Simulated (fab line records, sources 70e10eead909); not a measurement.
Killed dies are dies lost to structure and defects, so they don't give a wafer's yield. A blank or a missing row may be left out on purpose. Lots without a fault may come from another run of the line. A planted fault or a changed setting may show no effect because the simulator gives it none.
fab line records | flow nand_harc
record lots=11 wafers=33 last_day=24
route steps=1159 shown A_CONTACT@960 A_BLC@978 END@1159
lots that met no fault: from a run of the same line without faults
start_h: hours from the record's first day to the start of the lot's first wafer shown | wait_h: hours since the lot's step before | " the same as in the row above | L1.1+2: a row that stands for several wafers | - no value, or no start given | * or withheld: withheld | < > ~ a bound
route shown NAME@n: a module of which the file shows steps, and the number in the route of the first | usual: mean/standard deviation of fault-free wafers | same: alike in all rows | chamber/n: place in a boat | sites: the reading at each site | _std_site: their standard deviation | _edge_site: outer sites' mean less inner sites' | radius_mm: how far each site lies from the wafer's centre | mask NAME#n: copy n | behind: the tool/chamber that last shaped the wafer | hold: why the lot was held/for how many hours/how that ended | device: the transistor (n, p or np) that didn't switch | end of line: the same wafers' tests at the end of the route | a step without rows: its recipe alone | killed: dies lost to structure and defects at the first sort, not the wafer's yield | map: a wafer's dies, x killed, . not, _ none there
set.NAME: the setting as run; set.NAME@STEP: as run at that earlier step | model.NAME: the simulator's own value behind a step, which no gauge read
steps of the route over a sample of lots; a table a step, a row a wafer
services: from which hour (start_h, from the record's first day; less than 0 if before it) a tool's chamber was out of use, for how many hours, and why
## steps
# step NHARC_A_CONTACT_CMP_20
# recipe t_overpolish_s=30 target_thk_nm=300
# usual motor_current_A=12.6/1.1 overpolish_run_s=29.999/0.0093 time_to_endpoint_s=60.7/2.2
# columns lot.wafer tool chamber start_h wait_h motor_current_A overpolish_run_s time_to_endpoint_s
L806.3 cmp-02 3 401.55 0.4 13.3 29.992 61.2
L806.5 " 1 " " 10.1 29.990 60.4
L806.6 " 2 " " 13.0 30.015 60.4
L809.2 cmp-02 0 412.74 0.6 12.4 30.013 64.8
L809.4 " 1 " " 10.2 30.005 63.6
L809.3 " 3 " " 13.1 29.984 61.9
L811.2 cmp-01 0 424.86 0.8 11.8 29.990 61.0
L811.1 " 2 " " 13.4 30.010 64.7
L811.4 " 3 " " 12.7 29.984 63.0
L812.3 cmp-04 2 448.55 0.4 13.2 30.010 57.6
L812.4 " 3 " " 13.8 29.995 58.2
L812.2 " 0 " " 11.8 29.992 60.0
L819.2 cmp-02 2 487.36 0.6 14.1 29.990 58.5
L819.4 " 0 " " 12.3 29.982 59.7
L819.3 " 1 " " 9.7 30.000 58.8
L823.3 cmp-04 1 502.03 0.4 13.1 30.000 60.4
L823.4 " 2 " " 13.3 30.001 61.0
L823.5 " 2 " " 13.0 30.010 59.9
L822.2 cmp-02 3 504.39 0.7 13.4 30.003 60.1
L822.1 " 1 " " 9.7 30.023 58.5
L822.6 " 2 " " 13.4 29.990 59.1
L824.3 cmp-01 2 510.81 0.5 12.8 29.999 64.4
L824.4 " 3 " " 12.4 29.996 57.7
L824.6 " 3 " " 12.9 29.997 62.6
L826.3 cmp-01 3 524.09 0.6 12.4 29.991 59.2
L826.1 " 0 " " 11.4 30.003 59.0
L826.4 " 1 " " 14.4 30.001 61.3
L827.3 cmp-01 0 524.81 0.5 12.3 30.001 56.0
L827.4 " 2 " " 12.6 29.996 59.3
L827.1 " 3 " " 12.0 29.995 58.3
L825.1 cmp-02 3 528.83 0.7 12.6 30.011 63.3
L825.4 " 0 " " 12.1 29.986 62.8
L825.6 " 1 " " 9.9 30.007 60.3
# step NHARC_A_BLC_ETCH_16
# recipe target_depth_a=390 over_etch_frac=0.3 time_s=65 ion_energy_ev=80 cf4_flow_sccm=150 ar_flow_sccm=0 rf_w=300 bias_w=100 chemistry=CF4
# usual drypump_motor_current_A=5.6/0.41 oes_product_au=0.999/0.0068 rf_vpp_V=151.3/1.2 showerhead_plenum_p_Torr=1.76/0.063 throttle_valve_pct=13.283/0.0086
# columns lot.wafer tool chamber start_h wait_h drypump_motor_current_A oes_product_au rf_hours_counter_h rf_vpp_V showerhead_plenum_p_Torr throttle_valve_pct
L806.3 rie_diel-04 1 402.72 0.1 5.0 0.994 11 149.8 1.78 13.288
L806.5 " 3 " " 6.0 1.004 - 151.8 1.65 13.271
L806.6 " 0 " " 5.3 0.996 - 152.7 1.77 13.273
L809.2 rie_diel-13 3 413.81 0.1 6.0 1.001 12 151.1 1.81 13.272
L809.3 " 1 " " 5.8 0.989 14 152.6 1.79 13.280
L809.4 " 2 " " 5.3 1.000 14 149.1 1.69 13.282
L811.1 rie_diel-04 1 425.91 0.1 5.0 0.988 13 151.3 1.78 13.284
L811.4 " 2 " " 6.0 0.989 13 151.9 1.82 13.294
L811.2 " 0 " " 5.3 0.999 12 150.4 1.77 13.296
L812.4 rie_diel-04 3 449.74 0.1 6.0 0.999 15 150.9 1.65 13.275
L812.3 " 0 " " 5.4 1.004 14 150.9 1.77 13.277
L812.2 " 1 " " 5.0 0.997 16 149.9 1.78 13.275
L819.2 rie_diel-13 1 488.57 0.1 5.8 0.994 2 152.7 1.79 13.284
L819.4 " 2 " " 5.3 1.014 2 151.8 1.69 13.278
L819.3 " 0 " " 5.4 1.001 2 152.9 1.80 13.288
L823.4 rie_diel-13 2 503.23 0.1 5.3 0.995 4 152.5 1.68 13.293
L823.3 " 0 " " 5.5 0.992 4 153.4 1.80 13.278
L823.5 " 2 " " 5.3 0.983 - 151.9 1.69 13.282
L822.1 rie_diel-04 2 505.45 0.1 6.0 0.995 3 149.8 1.82 13.279
L822.2 " 1 " " 5.0 1.003 3 152.9 1.78 13.282
L822.6 " 3 " " 6.0 1.002 - 148.8 1.64 13.279
L824.3 rie_diel-13 1 512.00 0.1 5.8 1.000 5 152.1 1.79 13.285
L824.4 " 3 " " 6.0 1.002 4 153.3 1.80 13.283
L824.6 " 0 " " 5.5 0.985 - 151.7 1.80 13.287
L826.3 rie_diel-13 2 525.27 0.1 5.3 0.994 6 150.4 1.68 13.280
L826.4 " 3 " " 6.0 0.990 6 153.0 1.80 13.273
L826.1 " 1 " " 5.8 1.006 6 151.3 1.79 13.285
L827.1 rie_diel-04 1 526.04 0.1 5.0 1.003 7 151.2 1.78 13.281
L827.3 " 2 " " 6.0 0.987 7 152.8 1.82 13.270
L827.4 " 2 " " 6.0 0.994 - 149.0 1.82 13.284
L825.1 rie_diel-04 1 530.02 0.1 5.0 1.005 8 152.0 1.78 13.279
L825.6 " 3 " " 6.0 0.999 - 148.7 1.64 13.282
L825.4 " 1 " " 5.0 1.005 - 152.0 1.78 13.279
# step NHARC_A_BLC_STRIP_29
# recipe cf4_flow_sccm=150 ar_flow_sccm=0 bias_w=0 chemistry=CF4
# usual drypump_motor_current_A=5.6/0.42 oes_product_au=0.999/0.007 rf_vpp_V=59.3/0.87 showerhead_plenum_p_Torr=1.76/0.063 throttle_valve_pct=13.284/0.0094
# columns lot.wafer tool chamber start_h wait_h drypump_motor_current_A oes_product_au rf_hours_counter_h rf_vpp_V showerhead_plenum_p_Torr throttle_valve_pct
L806.3 rie_diel-09 2 403.68 0.1 4.9 0.996 41 58.8 1.74 13.280
L806.6 " 2 " " 4.9 0.997 - 59.8 1.75 13.281
L806.5 " 3 " " 5.5 0.996 - 58.1 1.89 13.284
L809.3 rie_diel-13 1 414.77 0.1 5.8 0.988 14 61.3 1.79 13.296
L809.4 " 2 " " 5.3 1.007 14 56.9 1.69 13.296
L809.2 " 0 " " 5.5 0.993 14 59.4 1.80 13.298
L811.1 rie_diel-13 3 426.87 0.1 6.0 1.002 14 59.1 1.81 13.289
L811.4 " 0 " " 5.5 0.999 15 58.4 1.80 13.277
L811.2 " 2 " " 5.3 1.009 15 58.7 1.69 13.271
L812.3 rie_diel-04 2 450.70 0.1 6.0 0.994 16 58.8 1.82 13.288
L812.2 " 3 " " 6.0 1.002 16 59.4 1.65 13.293
L812.4 " 1 " " 5.0 0.991 16 58.5 1.78 13.285
L819.4 rie_diel-13 0 489.53 0.1 5.5 1.004 3 60.3 1.80 13.283
L819.2 " 1 " " 5.8 0.997 2 60.5 1.79 13.285
L819.3 " 2 " " 5.3 1.002 2 60.0 1.69 13.289
L823.3 rie_diel-04 3 504.20 0.1 6.0 1.005 3 57.0 1.64 13.287
L823.4 " 3 " " 6.0 1.007 - 59.0 1.64 13.286
L823.5 " 1 " " 5.0 1.003 - 59.3 1.78 13.286
L822.1 rie_diel-13 2 506.57 0.1 5.3 0.995 4 59.1 1.68 13.283
L822.2 " 3 " " 6.0 0.997 4 59.6 1.80 13.287
L822.6 " 3 " " 6.0 0.997 - 60.1 1.80 13.274
L824.4 rie_diel-13 0 512.97 0.1 5.5 0.999 5 58.3 1.80 13.273
L824.3 " 1 " " 5.8 0.992 5 59.6 1.79 13.291
L824.6 " 0 " " 5.5 0.992 - 59.6 1.80 13.282
L826.4 rie_diel-09 1 526.25 0.1 4.9 1.002 31 58.8 1.73 13.279
L826.1 " 2 " " 4.9 0.996 34 58.9 1.73 13.304
L826.3 " 0 " " 5.0 0.998 32 59.6 1.74 13.274
L827.1 rie_diel-04 3 527.19 0.1 6.0 0.997 8 59.9 1.64 13.276
L827.3 " 1 " " 5.0 1.000 7 59.6 1.78 13.285
L827.4 " 2 " " 6.0 0.995 - 59.9 1.82 13.294
L825.1 rie_diel-04 3 531.14 0.1 6.0 0.995 8 58.6 1.64 13.279
L825.6 " 3 " " 6.0 0.992 - 58.1 1.64 13.283
L825.4 " 1 " " 5.0 1.003 - 59.4 1.78 13.275
# step NHARC_A_BLC_CVD_24
# recipe target_thk_a=1500 temp_c=300 pressure_torr=40 wf6_flow_sccm=40 h2_flow_sccm=1600 ar_flow_sccm=1560 time_s=434 material=W
# usual chamber_pressure_Torr=40.01/0.077 heater_power_outer_w=268/11 heater_power_w=495/22 mfc_wf6_sccm=40.00/0.12 throttle_valve_pct=7.96/0.22
# columns lot.wafer tool chamber start_h wait_h chamber_pressure_Torr heater_power_outer_w heater_power_w mfc_wf6_sccm throttle_valve_pct
L806.3 cvd_w-01 1 404.92 - 40.03 261 465 39.99 7.73
L806.6 " 0 " " 40.05 243 499 40.03 8.18
L806.5 " 1 " " 40.06 253 452 40.01 7.78
L809.2 cvd_w-01 1 415.81 - 40.00 258 462 40.24 8.01
L809.3 " 0 " " 40.02 256 491 39.92 8.09
L809.4 " 1 " " 39.89 260 465 40.17 8.02
L811.2 cvd_w-01 0 428.88 - 39.99 255 490 39.85 8.30
L811.1 " 1 " " 40.09 259 462 39.95 8.13
L811.4 " 0 " " 40.12 252 496 40.04 8.52
L812.2 cvd_w-02 0 452.96 - 39.99 274 492 39.81 7.71
L812.3 " 0 " " 39.98 269 505 39.73 8.09
L812.4 " 0 " " 40.13 271 498 39.82 7.61
L819.2 cvd_w-02 0 499.63 - - - - - -
L819.4 " 0 " " - - - - -
L819.3 " 1 " " - - - - -
L823.3 cvd_w-02 0 505.35 - 40.10 273 510 40.07 8.05
L823.4 " 1 " " 40.03 283 523 40.08 7.70
L823.5 " 1 " " 39.87 276 518 39.93 7.59
L822.1 cvd_w-01 1 507.54 - - - - - -
L822.2 " 0 " " - - - - -
L822.6 " 1 " " - - - - -
L824.3 cvd_w-02 0 515.93 - 39.98 273 508 40.14 8.12
L824.4 " 1 " " 39.81 282 511 39.99 7.90
L824.6 " 0 " " 39.94 274 509 40.14 7.79
L826.1 cvd_w-02 0 527.30 - 39.98 280 509 39.98 8.26
L826.4 " 1 " " 40.04 277 532 40.17 8.06
L826.3 " 0 " " 40.01 268 498 39.99 7.74
L827.1 cvd_w-02 1 529.14 - 40.00 279 514 39.91 7.74
L827.3 " 1 " " 40.07 279 538 39.90 7.88
L827.4 " 0 " " 39.99 276 505 39.96 8.17
L825.1 cvd_w-02 0 532.34 - 40.05 267 501 40.15 7.75
L825.4 " 1 " " 40.00 274 524 40.16 7.70
L825.6 " 0 " " 40.09 274 502 39.98 7.98
# step NHARC_A_BLC_CMP_25
# recipe t_overpolish_s=30 target_thk_nm=150
# usual motor_current_A=12.8/1 overpolish_run_s=30.000/0.0096 time_to_endpoint_s=29.9/2
# columns lot.wafer tool chamber start_h wait_h motor_current_A overpolish_run_s time_to_endpoint_s
L806.3 cmp-02 3 405.23 0.2 13.1 30.012 27.9
L806.5 " 3 " " 12.7 29.993 29.1
L806.6 " 0 " " 12.5 29.990 28.6
L809.4 cmp-03 1 416.27 0.2 14.1 30.001 30.2
L809.3 " 3 " " 10.5 29.986 28.7
L809.2 " 0 " " 13.1 29.990 27.1
L811.1 cmp-03 1 429.42 0.4 13.6 29.992 33.8
L811.4 " 2 " " 13.2 30.002 32.8
L811.2 " 3 " " 11.4 30.000 31.7
L812.4 cmp-02 2 453.79 0.4 13.3 30.002 28.4
L812.2 " 3 " " 13.2 29.994 30.8
L812.3 " 0 " " 12.4 29.996 28.8
L819.4 cmp-03 3 500.19 0.3 11.1 30.020 1.3
L819.3 " 0 " " 12.7 30.002 0.2
L819.2 " 1 " " 14.3 30.013 5.7
L823.4 cmp-03 2 505.73 0.2 12.3 30.013 32.5
L823.3 " 0 " " 13.2 29.991 28.4
L823.5 " 3 " " 11.4 30.006 30.1
L822.1 cmp-04 0 508.11 0.5 11.7 30.015 0.0
L822.2 " 1 " " 12.8 30.006 2.2
L822.6 " 0 " " 12.1 30.028 0.5
L824.4 cmp-04 0 516.37 0.3 11.8 29.996 29.7
L824.3 " 1 " " 13.4 29.998 30.0
L824.6 " 3 " " 12.9 29.989 29.8
L826.4 cmp-03 2 527.78 0.3 14.2 29.999 33.5
L826.3 " 3 " " 10.6 30.014 29.9
L826.1 " 0 " " 11.8 30.018 26.6
L827.4 cmp-04 1 529.66 0.2 13.4 29.992 30.2
L827.3 " 2 " " 13.4 30.007 30.2
L827.1 " 0 " " 12.3 29.999 31.7
L825.1 cmp-04 3 532.88 0.5 13.5 29.985 27.7
L825.4 " 2 " " 13.1 29.989 31.0
L825.6 " 3 " " 12.6 29.999 29.0
# step NHARC_END_SORT_01
# recipe temp_c=25
# usual killed_at_array=27/10 killed_at_other=0.6/1 killed_at_periphery=3.4/2.7 killed_dies=31/9.7 killed_open=3.4/1.7 killed_short=2.2/1.5
# same gross_dies=677
# columns lot.wafer tool chamber start_h wait_h killed_at_array killed_at_other killed_at_periphery killed_dies killed_open killed_short
L806.3 prober-01 0 459.75 3.1 16 1 10 27 4 3
L806.5 prober-01 0 461.33 3.7 20 3 6 29 4 3
L806.6 prober-01 0 462.12 4.0 17 1 5 23 2 4
L809.2 prober-02 0 466.91 2.8 22 0 9 31 4 3
L809.3 prober-02 0 467.72 3.1 27 0 9 36 4 0
L809.4 prober-02 0 468.52 3.4 31 0 3 34 3 2
L811.1 prober-02 0 473.88 2.5 8 1 2 11 3 0
L811.2 prober-02 0 474.69 2.8 17 0 1 18 3 5
L811.4 prober-02 0 476.30 3.4 18 0 5 23 8 5
L812.2 prober-01 0 494.85 2.8 19 3 4 26 6 4
L812.3 prober-01 0 495.66 3.1 12 0 4 16 5 2
L812.4 prober-01 0 496.48 3.5 13 1 2 16 2 1
L819.2 prober-01 0 541.44 2.8 675 0 2 677 1 1
L819.3 prober-01 0 542.25 3.1 674 0 3 677 4 0
L819.4 prober-01 0 543.06 3.4 675 0 2 677 2 2
L822.1 prober-01 0 554.90 2.5 677 0 0 677 2 3
L822.2 prober-01 0 555.72 2.8 677 0 0 677 1 1
L822.6 prober-01 0 558.96 4.1 677 0 0 677 6 0
L823.3 prober-02 0 556.54 3.1 17 0 9 26 2 6
L823.4 prober-02 0 557.35 3.4 25 0 4 29 5 3
L823.5 prober-02 0 558.17 3.8 21 1 9 31 2 1
L824.3 prober-01 0 564.39 3.1 30 0 1 31 3 4
L824.4 prober-01 0 565.21 3.4 31 0 1 32 3 4
L824.6 prober-01 0 566.84 4.1 32 0 4 36 7 2
L827.1 prober-02 0 567.04 2.5 19 0 7 26 3 4
L827.3 prober-02 0 568.61 3.0 26 0 8 34 3 2
L827.4 prober-02 0 569.40 3.3 27 0 9 36 6 5
L826.1 prober-02 0 574.79 2.5 52 1 6 59 4 1
L826.3 prober-02 0 576.40 3.1 49 2 4 55 6 3
L826.4 prober-02 0 577.21 3.4 42 1 6 49 5 0
L825.1 prober-01 0 578.44 2.5 16 0 6 22 3 3
L825.4 prober-01 0 580.86 3.4 22 0 6 28 6 2
L825.6 prober-01 0 582.48 4.0 16 1 4 21 2 1
# killed by level:class
L806.3 A_STAIRCASE:chamber_film_flake=6 A_CHANNEL_HOLE_D1:chamber_film_flake=3 P_GATE:chamber_film_flake=2 P_CONTACT:chamber_film_flake=2 A_SLIT:chamber_film_flake=2 A_CONTACT:chamber_film_flake=2 P_GATE:geometric_particle:open=1 P_CONTACT:geometric_particle:short=1
L806.5 A_STAIRCASE:chamber_film_flake=10 P_CONTACT:chamber_film_flake=3 A_CONTACT:chamber_film_flake=3 THIN_TSV:chamber_film_flake=3 A_WL_FILL:geometric_particle:short=2 A_CONTACT:geometric_particle:open=2 P_GATE:geometric_particle:short=1 P_M1:geometric_particle:open=1
L806.6 A_STAIRCASE:chamber_film_flake=6 A_SLIT:chamber_film_flake=5 P_CONTACT:chamber_film_flake=4 A_WL_FILL:geometric_particle:short=2 P_M0:geometric_particle:short=1 A_CHANNEL_FILL_D1:geometric_particle:short=1 A_CONTACT:geometric_particle:open=1 A_BLC:geometric_particle:open=1
L809.2 A_CHANNEL_HOLE_D1:chamber_film_flake=14 P_ZERO_WELL:chamber_film_flake=6 A_ONON_D1:geometric_particle:short=2 P_STI:geometric_particle:short=1 P_M0:geometric_particle:open=1 A_WL_FILL:geometric_particle:open=1 A_CONTACT:geometric_particle:open=1 A_M1:geometric_particle:open=1
L809.3 A_CHANNEL_HOLE_D1:chamber_film_flake=16 P_ZERO_WELL:chamber_film_flake=9 A_CHANNEL_FILL_D1:chamber_film_flake=2 A_STAIRCASE:chamber_film_flake=2 A_SLIT:chamber_film_flake=2 A_ONON_D1:geometric_particle:open=1 A_CONTACT:geometric_particle:open=1 A_BLC:geometric_particle:open=1
L809.4 A_CHANNEL_HOLE_D1:chamber_film_flake=20 P_ZERO_WELL:chamber_film_flake=2 A_CHANNEL_FILL_D1:chamber_film_flake=2 A_M0:chamber_film_flake=2 A_ONON_D1:geometric_particle:open=1 A_ONON_D1:geometric_particle:short=1 A_M0:geometric_particle:open=1 A_M1:geometric_particle:short=1
L811.1 A_STAIRCASE:chamber_film_flake=4 A_WL_FILL:geometric_particle:open=1 A_BLC:geometric_particle:open=1 A_M0:geometric_particle:open=1 P_CONTACT:chamber_film_flake=1 P_M0:chamber_film_flake=1 A_WL_FILL:chamber_film_flake=1 THIN_TSV:chamber_film_flake=1
L811.2 A_CHANNEL_HOLE_D1:chamber_film_flake=4 A_ONON_D1:geometric_particle:short=3 A_M1:chamber_film_flake=2 A_SOURCE_PLATE:geometric_particle:open=1 A_SOURCE_PLATE:geometric_particle:short=1 A_CHANNEL_FILL_D1:geometric_particle:open=1 A_WL_FILL:geometric_particle:short=1 A_M0:geometric_particle:open=1
L811.4 A_CHANNEL_HOLE_D1:chamber_film_flake=5 A_ONON_D1:geometric_particle:open=3 A_CHANNEL_FILL_D1:geometric_particle:short=2 P_ZERO_WELL:chamber_film_flake=2 P_M0:geometric_particle:open=1 P_M2:geometric_particle:open=1 A_SOURCE_PLATE:geometric_particle:open=1 A_ONON_D1:geometric_particle:short=1
L812.2 A_CHANNEL_HOLE_D1:chamber_film_flake=7 A_CONTACT:chamber_film_flake=3 A_STAIRCASE:chamber_film_flake=2 THIN_TSV:chamber_film_flake=2 P_CONTACT:geometric_particle:short=1 P_M0:geometric_particle:open=1 A_SOURCE_PLATE:geometric_particle:short=1 A_CHANNEL_FILL_D1:geometric_particle:open=1
L812.3 A_CHANNEL_HOLE_D1:chamber_film_flake=3 A_STAIRCASE:chamber_film_flake=3 P_CONTACT:geometric_particle:open=2 A_CONTACT:chamber_film_flake=2 P_GATE:geometric_particle:open=1 A_ONON_D1:geometric_particle:short=1 A_WL_FILL:geometric_particle:short=1 A_CONTACT:geometric_particle:open=1
L812.4 A_CHANNEL_HOLE_D1:chamber_film_flake=3 A_CONTACT:chamber_film_flake=3 A_M0:geometric_particle:open=2 P_M0:chamber_film_flake=2 A_STAIRCASE:chamber_film_flake=2 A_CHANNEL_HOLE_D1:geometric_particle:short=1 A_ZERO_WELL:chamber_film_flake=1 A_WL_FILL:chamber_film_flake=1
L819.2 A_BLC:area_cvd=656 A_SLIT:chamber_film_flake=13 A_CONTACT:chamber_film_flake=3 A_WL_FILL:geometric_particle:short=1 A_WL_FILL:geometric_particle:open=1 P_ZERO_WELL:chamber_film_flake=1 P_GATE:chamber_film_flake=1 A_CHANNEL_HOLE_D1:chamber_film_flake=1
L819.3 A_BLC:area_cvd=639 A_SLIT:chamber_film_flake=18 A_CHANNEL_HOLE_D1:chamber_film_flake=8 A_CONTACT:chamber_film_flake=5 P_M0:geometric_particle:open=2 A_ONON_D1:geometric_particle:open=1 A_CONTACT:geometric_particle:open=1 P_GATE:chamber_film_flake=1
L819.4 A_BLC:area_cvd=653 A_SLIT:chamber_film_flake=15 A_CHANNEL_HOLE_D1:chamber_film_flake=4 P_CONTACT:geometric_particle:open=1 P_M2:geometric_particle:short=1 A_WL_FILL:geometric_particle:short=1 A_M0:geometric_particle:open=1 A_STAIRCASE:chamber_film_flake=1
L822.1 A_BLC:area_cvd=632 A_CHANNEL_HOLE_D1:chamber_film_flake=17 A_SLIT:chamber_film_flake=13 A_SGD_CUT:chamber_film_flake=5 A_CHANNEL_FILL_D1:chamber_film_flake=2 A_CONTACT:chamber_film_flake=2 A_ONON_D1:geometric_particle:short=1 A_CHANNEL_FILL_D1:geometric_particle:short=1
L822.2 A_BLC:area_cvd=637 A_CHANNEL_HOLE_D1:chamber_film_flake=18 A_SLIT:chamber_film_flake=14 A_CONTACT:chamber_film_flake=3 A_SGD_CUT:chamber_film_flake=2 A_CONTACT:geometric_particle:open=1 A_M0:geometric_particle:short=1 A_STAIRCASE:chamber_film_flake=1
L823.3 A_CONTACT:chamber_film_flake=4 P_STI:chamber_film_flake=3 P_GATE:chamber_film_flake=3 A_STAIRCASE:chamber_film_flake=3 A_CHANNEL_HOLE_D1:chamber_film_flake=2 P_M1:geometric_particle:open=1 A_ONON_D1:geometric_particle:short=1 A_CHANNEL_FILL_D1:geometric_particle:short=1
L823.4 A_STAIRCASE:chamber_film_flake=6 A_CHANNEL_HOLE_D1:chamber_film_flake=5 A_CONTACT:chamber_film_flake=3 A_CHANNEL_HOLE_D1:geometric_particle:open=2 A_CHANNEL_FILL_D1:geometric_particle:open=2 A_CONTACT:geometric_particle:short=2 P_GATE:chamber_film_flake=2 A_SGD_CUT:chamber_film_flake=2
L823.5 A_CHANNEL_HOLE_D1:chamber_film_flake=9 P_STI:chamber_film_flake=6 A_STAIRCASE:chamber_film_flake=5 A_WL_FILL:geometric_particle:open=2 P_GATE:chamber_film_flake=2 A_CHANNEL_FILL_D1:chamber_film_flake=2 A_SGD_CUT:chamber_film_flake=2 P_GATE:geometric_particle:short=1
L822.6 A_BLC:area_cvd=629 A_CHANNEL_HOLE_D1:chamber_film_flake=22 A_SLIT:chamber_film_flake=18 A_CHANNEL_FILL_D1:geometric_particle:open=5 A_BLC:geometric_particle:open=1 A_STAIRCASE:chamber_film_flake=1 A_SGD_CUT:chamber_film_flake=1
L824.3 A_CHANNEL_HOLE_D1:chamber_film_flake=17 A_SGD_CUT:chamber_film_flake=2 A_CONTACT:chamber_film_flake=2 P_M0:geometric_particle:open=1 A_ONON_D1:geometric_particle:open=1 A_SGD_CUT:geometric_particle:short=1 A_WL_FILL:geometric_particle:short=1 A_CONTACT:geometric_particle:short=1
L824.4 A_CHANNEL_HOLE_D1:chamber_film_flake=23 P_M0:geometric_particle:short=1 A_CHANNEL_FILL_D1:geometric_particle:short=1 A_WL_FILL:geometric_particle:short=1 A_CONTACT:geometric_particle:open=1 A_BLC:geometric_particle:open=1 A_M0:geometric_particle:open=1 A_M1:geometric_particle:short=1
L824.6 A_CHANNEL_HOLE_D1:chamber_film_flake=21 A_CONTACT:geometric_particle:open=3 A_STAIRCASE:chamber_film_flake=3 P_CONTACT:geometric_particle:open=2 A_CHANNEL_FILL_D1:chamber_film_flake=2 P_M2:geometric_particle:open=1 A_ONON_D1:geometric_particle:short=1 A_STAIRCASE:geometric_particle:open=1
L827.1 A_CHANNEL_HOLE_D1:chamber_film_flake=6 P_GATE:chamber_film_flake=3 A_WL_FILL:chamber_film_flake=3 A_CHANNEL_FILL_D1:geometric_particle:short=2 P_STI:chamber_film_flake=2 A_CONTACT:chamber_film_flake=2 A_STAIRCASE:chamber_film_flake=2 P_GATE:geometric_particle:open=1
L827.3 A_CHANNEL_HOLE_D1:chamber_film_flake=8 A_CONTACT:chamber_film_flake=7 A_WL_FILL:chamber_film_flake=4 P_ZERO_WELL:chamber_film_flake=2 P_GATE:chamber_film_flake=2 P_M1:chamber_film_flake=2 A_BONDPAD:chamber_film_flake=2 P_GATE:geometric_particle:short=1
L827.4 A_CHANNEL_HOLE_D1:chamber_film_flake=7 A_WL_FILL:chamber_film_flake=5 A_CONTACT:chamber_film_flake=4 A_CONTACT:geometric_particle:open=3 A_WL_FILL:geometric_particle:short=2 P_GATE:chamber_film_flake=2 A_STAIRCASE:chamber_film_flake=2 A_BONDPAD:chamber_film_flake=2
L826.1 A_CHANNEL_HOLE_D1:chamber_film_flake=21 A_SLIT:chamber_film_flake=14 A_CONTACT:chamber_film_flake=5 P_BONDPAD:chamber_film_flake=3 A_STAIRCASE:chamber_film_flake=3 A_WL_FILL:chamber_film_flake=3 A_CHANNEL_HOLE_D1:geometric_particle:open=2 P_M1:chamber_film_flake=2
L826.3 A_CHANNEL_HOLE_D1:chamber_film_flake=19 A_SLIT:chamber_film_flake=12 A_CONTACT:chamber_film_flake=5 A_M0:geometric_particle:open=3 A_CHANNEL_FILL_D1:chamber_film_flake=3 P_BONDPAD:chamber_film_flake=2 A_STAIRCASE:chamber_film_flake=2 P_CONTACT:geometric_particle:open=1
L826.4 A_CHANNEL_HOLE_D1:chamber_film_flake=18 A_SLIT:chamber_film_flake=17 P_M0:geometric_particle:open=3 P_M1:chamber_film_flake=3 A_CHANNEL_FILL_D1:chamber_film_flake=2 A_STAIRCASE:chamber_film_flake=2 A_CHANNEL_HOLE_D1:geometric_particle:open=1 A_CONTACT:geometric_particle:open=1
L825.1 A_CHANNEL_HOLE_D1:chamber_film_flake=6 A_CONTACT:chamber_film_flake=5 P_GATE:chamber_film_flake=4 A_ONON_D1:geometric_particle:short=2 A_ONON_D1:geometric_particle:open=2 P_M0:geometric_particle:open=1 P_M0:geometric_particle:short=1 A_STAIRCASE:chamber_film_flake=1
L825.4 A_CHANNEL_HOLE_D1:chamber_film_flake=7 P_GATE:chamber_film_flake=4 A_CONTACT:chamber_film_flake=2 A_STAIRCASE:chamber_film_flake=2 A_WL_FILL:chamber_film_flake=2 P_CONTACT:geometric_particle:short=1 A_ONON_D1:geometric_particle:short=1 A_ONON_D1:geometric_particle:open=1
L825.6 A_CHANNEL_HOLE_D1:chamber_film_flake=9 A_CONTACT:chamber_film_flake=5 P_ZERO_WELL:chamber_film_flake=2 P_M0:geometric_particle:open=1 A_CHANNEL_FILL_D1:geometric_particle:short=1 STARTING-WAFER:geometric_particle:open=1 P_M0:chamber_film_flake=1 A_STAIRCASE:chamber_film_flake=1
## services
# columns tool chamber start_h hours kind
cvd_w-02 - 381.82 13.0 pm
rie_diel-13 0 383.04 - clean
rie_diel-13 1 383.04 - clean
rie_diel-13 3 384.56 8.6 repair
cmp-04 - 397.31 0.6 repair
cmp-04 - 399.00 4.0 pm
cmp-02 - 399.22 1.4 repair
cmp-04 - 414.31 3.6 repair
cmp-02 - 423.52 4.0 pm
rie_diel-09 - 431.10 9.0 pm
cmp-01 - 440.55 3.1 repair
cmp-02 - 450.43 0.4 repair
cmp-03 - 451.15 4.0 pm
rie_diel-13 - 453.00 9.0 pm
rie_diel-04 2 456.85 3.1 repair
rie_diel-04 - 466.09 9.0 pm
cmp-01 - 473.57 4.0 pm
cvd_w-01 - 474.10 13.0 pm
rie_diel-09 1 483.42 2.3 repair
rie_diel-04 2 490.01 6.0 repair
rie_diel-04 0 495.67 81.4 repair
cmp-04 - 497.00 4.0 pm
cmp-02 - 521.52 4.0 pm
cmp-03 - 529.62 7.4 repair
## key
first_sign step=NHARC_A_BLC_CVD_24 reading=tool_record direction=missing
effect step=NHARC_A_BLC_CMP_25 reading=time_to_endpoint_s direction=down sigmas=14 usual=* struck=*
effect step=NHARC_END_SORT_01 reading=killed_dies direction=up sigmas=67 usual=31 struck=677
more_kills_born_at NHARC_A_BLC_CVD_24@cvd_w-02=1948 NHARC_A_BLC_CVD_24@cvd_w-01=1898
met_at NHARC_A_BLC_CVD_24
struck_lots L819,L822
later_rows_left_out L819.2,L819.3,L819.4,L822.1,L822.2,L822.6
tester_left_out L819,L822
not_acting_at NHARC_A_CONTACT_CMP_20,NHARC_A_BLC_ETCH_16,NHARC_A_BLC_STRIP_29
onset_between 452.96 499.63
fault kind=skipped_step_whole tool=cvd_w-01,cvd_w-02 chamber=- onset_h=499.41 steps=NHARC_A_BLC_CVD_24 scope=struck_lots_only
# tester_left_out: of these lots the tester's yield and bins aren't shown, on N5 and GAA mostly nor the transistor test; their killed dies are dies lost to structure and defects alone, not to doping, threshold or leakage, so they don't give the yield
# later_rows_left_out: the simulator's readings of these wafers behind a module that went badly wrong aren't trusted and aren't shown, but for the sort
